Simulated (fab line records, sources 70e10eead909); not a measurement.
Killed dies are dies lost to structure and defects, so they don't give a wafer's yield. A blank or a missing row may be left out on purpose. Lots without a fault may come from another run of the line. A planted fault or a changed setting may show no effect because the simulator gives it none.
Chamber matching | flow nand_harc | NHARC_P_M2_ETCH_35 on rie_diel-08: 4 sister chambers
The step etches the open film in N2/H2, target depth 40 nm, overetch 12 nm, time 43.94 s. 8 wafers are shown with their chamber, then 12 later ones without.

WAFERS WITH THEIR CHAMBER
wafer  | chamber | drypump_motor_current_A (A) | rf_vpp_V (V)
L084.2 | 0       | 6.0                         | 428.2
L087.1 | 2       | 6.2                         | 426.1
L087.2 | 3       | 5.5                         | 428.3
L089.2 | 2       | 6.2                         | 425.6
L089.5 | 1       | 5.9                         | 428.9
L092.1 | 3       | 5.5                         | 428.3
L092.3 | 1       | 5.9                         | 430.8
L092.5 | 0       | 5.9                         | 429.1

WAFERS WITHOUT THEIR CHAMBER
wafer  | drypump_motor_current_A (A) | rf_vpp_V (V)
L093.3 | 5.5                         | 429.6
L093.5 | 5.5                         | 428.6
L093.6 | 6.0                         | 428.4
L094.1 | 5.9                         | 427.4
L094.4 | 5.5                         | 428.9
L094.5 | 5.5                         | 427.9
L096.4 | 5.9                         | 427.1
L096.5 | 5.9                         | 428.3
L096.6 | 5.8                         | 429.4
L097.1 | 6.0                         | 429.1
L097.3 | 6.2                         | 426.4
L097.4 | 5.9                         | 430.1

WHICH CHAMBER EACH WENT THROUGH
wafer  | from the rows above     | in truth
L093.3 | 3                       | 3
L093.5 | 3                       | 3
L093.6 | can't be placed: 0 or 1 | 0
L094.1 | can't be placed: 0 or 1 | 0
L094.4 | 3                       | 3
L094.5 | 3                       | 3
L096.4 | can't be placed: 0 or 1 | 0
L096.5 | can't be placed: 0 or 1 | 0
L096.6 | can't be placed: 1 or 0 | 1
L097.1 | can't be placed: 0 or 1 | 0
L097.3 | 2                       | 2
L097.4 | 1                       | 1
Placed correctly: 6 of 12. Can't be placed from these rows: 6 (the true chamber is among the candidates in 6). Placed wrongly: 0.
How it was worked out, from the rows above alone: a wafer's distance from a chamber is the root of the sum, over the readings, of the square of ((its reading less the chamber's mean) divided by the reading's scatter). The wafer belongs to the nearest chamber; if the next one is less than 2 further off, it can't be placed. A chamber's mean is the mean of its shown wafers. The scatter: the root of (the sum of the squares of (reading less its chamber's mean) over the shown wafers, divided by (wafers less chambers)).
